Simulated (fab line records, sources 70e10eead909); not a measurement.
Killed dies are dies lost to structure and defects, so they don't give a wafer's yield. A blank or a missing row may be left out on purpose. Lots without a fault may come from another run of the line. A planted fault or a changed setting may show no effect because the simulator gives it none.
Which tool did it? | flow nand_harc | 12 lots, 36 wafers sampled, at 5 steps of a route of 1302

WHAT THE GAUGES READ, wafer by wafer
NHARC_END_SORT_01. Usual: killed_at_array 55, standard deviation 20; killed_at_other 1.2, standard deviation 1.3; killed_at_periphery 4.0, standard deviation 3; killed_dies 60, standard deviation 21; killed_open 3.2, standard deviation 1.9; killed_short 2.5, standard deviation 1.6.
lot  | measured     | on        | killed_at_array | killed_at_other | killed_at_periphery | killed_dies | killed_open | killed_short | flag
L492 | day 26 06:44 | prober-02 | 61 52 55        | 4 1 2           | 1 0 3               | 66 53 60    | 4 6 4       | 5 0 2        |
L499 | day 29 15:53 | prober-01 | 52 65           | 3 1             | 6 2                 | 61 68       | 4 2         | 1 3          |
L502 | day 30 19:30 | prober-02 | 56              | 1               | 4                   | 61          | 3           | 6            |
L505 | day 32 23:27 | prober-02 | 43 49 44        | 2 3 2           | 13 12 12            | 58 64 58    | 6 2 4       | 3 1 0        |

WHICH TOOL RAN EACH LOT (tool, then ch and the chambers of the sampled wafers, then the start)
lot  | NHARC_A_WL_FILL_CMP_12        | NHARC_A_CONTACT_ETCH_49            | NHARC_A_CONTACT_ETCH_120             | NHARC_A_CONTACT_ETCH_122
L488 | cmp-04 ch 0,2,3, day 21 21:02 | rie_diel-11 ch 0,1,3, day 22 04:20 | har_cap_etch-03 ch 0,1, day 22 07:46 | har_cap_etch-03 ch 0,1, day 22 08:07
L490 | cmp-02 ch 2,3, day 22 08:40   | rie_diel-11 ch 1,2,3, day 22 15:11 | har_cap_etch-02 ch 0,1, day 22 18:23 | har_cap_etch-02 ch 0,1, day 22 18:44
L492 | cmp-04 ch 1,2,3, day 23 02:07 | rie_diel-13 ch 1,3, day 23 08:40   | har_cap_etch-03 ch 0, day 23 11:50   | har_cap_etch-03 ch 0, day 23 12:10
L493 | cmp-04 ch 0,1,3, day 23 17:01 | rie_diel-13 ch 2,3, day 23 23:40   | har_cap_etch-01 ch 0,1, day 24 03:20 | har_cap_etch-01 ch 0,1, day 24 03:41
L498 | cmp-02 ch 0,2,3, day 25 17:58 | rie_diel-11 ch 0,1, day 26 00:31   | har_cap_etch-02 ch 0,1, day 26 03:50 | har_cap_etch-02 ch 0,1, day 26 04:10
L499 | cmp-02 ch 0,3, day 26 00:05   | rie_diel-11 ch 0,1,3, day 26 07:31 | har_cap_etch-01 ch 0,1, day 26 10:40 | har_cap_etch-01 ch 0,1, day 26 11:00
L502 | cmp-04 ch 0,2,3, day 27 09:38 | rie_diel-11 ch 0,2, day 27 15:55   | har_cap_etch-03 ch 1, day 27 19:10   | har_cap_etch-03 ch 1, day 27 19:30
L507 | cmp-02 ch 0,1,3, day 29 04:53 | rie_diel-04 ch 0,2,3, day 29 11:14 | har_cap_etch-01 ch 0,1, day 29 14:24 | har_cap_etch-01 ch 0,1, day 29 14:44
L505 | cmp-04 ch 1,2,3, day 29 04:55 | rie_diel-13 ch 0,1,2, day 29 11:38 | har_cap_etch-03 ch 0,1, day 29 18:52 | har_cap_etch-03 ch 0,1, day 29 19:13
L508 | cmp-04 ch 0,1,2, day 29 16:36 | rie_diel-11 ch 0,2,3, day 29 23:07 | har_cap_etch-02 ch 0,1, day 30 02:40 | har_cap_etch-02 ch 0,1, day 30 03:00
L509 | cmp-04 ch 0,2,3, day 29 23:22 | rie_diel-04 ch 0,2,3, day 30 08:48 | har_cap_etch-01 ch 1, day 30 11:59   | har_cap_etch-01 ch 1, day 30 12:19
L510 | cmp-04 ch 1,3, day 30 14:04   | rie_diel-11 ch 2,3, day 30 20:52   | har_cap_etch-03 ch 0,1, day 31 00:08 | har_cap_etch-03 ch 0,1, day 31 00:29
- NHARC_A_WL_FILL_CMP_12: polishes, t overpolish 30 s, target thk 100 nm.
- NHARC_A_CONTACT_ETCH_49: etches the open film in N2/H2, target depth 260 nm, time 475.3 s.
- NHARC_A_CONTACT_ETCH_120: etches the open film in C4F8/O2/Ar, time 190 s, target depth 1850 nm.
- NHARC_A_CONTACT_ETCH_122: etches the open film in C4F8/O2/Ar, time 190 s, target depth 1850 nm.

WHAT THE TOOLS THEMSELVES READ (means of the sampled wafers that have a number; where no wafer has one, the mark that the record gives instead)
NHARC_A_WL_FILL_CMP_12. Usual: motor_current_A 11.8 A, standard deviation 1.2; overpolish_run_s 29.999 s, standard deviation 0.0094; time_to_endpoint_s 20.0 s, standard deviation 2.8.
lot  | tool   | motor_current_A (A) | overpolish_run_s (s) | time_to_endpoint_s (s) | flag
L488 | cmp-04 | 11.1                | 29.996               | 17.8                   |
L490 | cmp-02 | 11.4                | 29.994               | 21.4                   |
L492 | cmp-04 | 11.6                | 30.008               | 21.8                   |
L493 | cmp-04 | 12.5                | 29.995               | 21.1                   |
L498 | cmp-02 | 11.2                | 30.004               | 20.2                   |
L499 | cmp-02 | 11.8                | 30.007               | 17.2                   |
L502 | cmp-04 | 11.7                | 30.008               | 21.8                   |
L507 | cmp-02 | 12.1                | 30.004               | 17.5                   |
L505 | cmp-04 | 11.6                | 30.006               | 17.0                   |
L508 | cmp-04 | 11.7                | 29.994               | 20.9                   |
L509 | cmp-04 | 11.6                | 29.991               | 20.4                   |
L510 | cmp-04 | 12.1                | 30.000               | 23.2                   |

NHARC_A_CONTACT_ETCH_49. Usual: drypump_motor_current_A 5.7 A, standard deviation 0.45; oes_product_au 0.997 a.u., standard deviation 0.0096; rf_vpp_V 431.3 V, standard deviation 2.6; showerhead_plenum_p_Torr 2.06 Torr, standard deviation 0.096; throttle_valve_pct 14.171 %, standard deviation 0.0089.
lot  | tool        | drypump_motor_current_A (A) | oes_product_au (a.u.) | rf_vpp_V (V) | showerhead_plenum_p_Torr (Torr) | throttle_valve_pct (%) | flag
L488 | rie_diel-11 | 5.7                         | 1.004                 | 432.0        | 2.08                            | 14.173                 |
L490 | rie_diel-11 | 5.4                         | 0.995                 | 431.5        | 2.06                            | 14.172                 |
L492 | rie_diel-13 | 5.9                         | 0.994                 | 432.1        | 2.10                            | 14.161                 |
L493 | rie_diel-13 | 6.4                         | 0.992                 | 428.0        | 1.94                            | 14.180                 |
L498 | rie_diel-11 | 5.9                         | 1.001                 | 432.4        | 2.10                            | 14.174                 |
L499 | rie_diel-11 | 5.7                         | 0.998                 | 430.8        | 2.08                            | 14.161                 |
L502 | rie_diel-11 | 5.7                         | 0.905                 | 432.3        | 2.14                            | 14.177                 | OFF
L507 | rie_diel-04 | 6.2                         | 0.991                 | 431.1        | 2.07                            | 14.174                 |
L505 | rie_diel-13 | 5.8                         | 0.996                 | 430.2        | 2.04                            | 14.164                 |
L508 | rie_diel-11 | 5.5                         | 1.001                 | 433.4        | 2.12                            | 14.173                 |
L509 | rie_diel-04 | 6.2                         | 0.997                 | 431.1        | 2.07                            | 14.164                 |
L510 | rie_diel-11 | 5.3                         | 1.003                 | 432.1        | 2.10                            | 14.167                 |

NHARC_A_CONTACT_ETCH_120. Usual: oes_air_line_au 0.999 a.u., standard deviation 0.021.
lot  | tool            | oes_air_line_au (a.u.) | flag
L488 | har_cap_etch-03 | 0.984                  |
L490 | har_cap_etch-02 | 0.997                  |
L492 | har_cap_etch-03 | 1.020                  |
L493 | har_cap_etch-01 | 1.005                  |
L498 | har_cap_etch-02 | 0.994                  |
L499 | har_cap_etch-01 | 0.999                  |
L502 | har_cap_etch-03 | 0.957                  |
L507 | har_cap_etch-01 | 1.013                  |
L505 | har_cap_etch-03 | 0.991                  |
L508 | har_cap_etch-02 | 1.025                  |
L509 | har_cap_etch-01 | 1.022                  |
L510 | har_cap_etch-03 | 0.994                  |

NHARC_A_CONTACT_ETCH_122. Usual: oes_air_line_au 1.000 a.u., standard deviation 0.019.
lot  | tool            | oes_air_line_au (a.u.) | flag
L488 | har_cap_etch-03 | 0.992                  |
L490 | har_cap_etch-02 | 1.021                  |
L492 | har_cap_etch-03 | 1.004                  |
L493 | har_cap_etch-01 | 1.004                  |
L498 | har_cap_etch-02 | 0.985                  |
L499 | har_cap_etch-01 | 0.994                  |
L502 | har_cap_etch-03 | 0.995                  |
L507 | har_cap_etch-01 | 0.977                  |
L505 | har_cap_etch-03 | 0.987                  |
L508 | har_cap_etch-02 | 0.982                  |
L509 | har_cap_etch-01 | 1.004                  |
L510 | har_cap_etch-03 | 1.011                  |

THE ANSWER, worked out from the rows above alone
Rule: a lot is off if the mean of its wafers that have a number lies more than 3 standard deviations from the usual mean. A lot without any number at a reading at which 4 lots or more have one is off too. The other lots that the step has rows for count as sound. The gauges are gone through in route order, then the tools' own readings, and for those a lot's mean is taken as printed above. The first step at which some lot is off is used, and at that step the reading that is off furthest; a lot without a number counts as furthest.
Off: L502, at NHARC_A_CONTACT_ETCH_49 (oes_product_au).
A tool fits if, at that step or a process step before it, it ran every lot that is off, and no sound lot after the first of them. None of those tried fits.

WHAT THE SIMULATOR HAD PUT IN
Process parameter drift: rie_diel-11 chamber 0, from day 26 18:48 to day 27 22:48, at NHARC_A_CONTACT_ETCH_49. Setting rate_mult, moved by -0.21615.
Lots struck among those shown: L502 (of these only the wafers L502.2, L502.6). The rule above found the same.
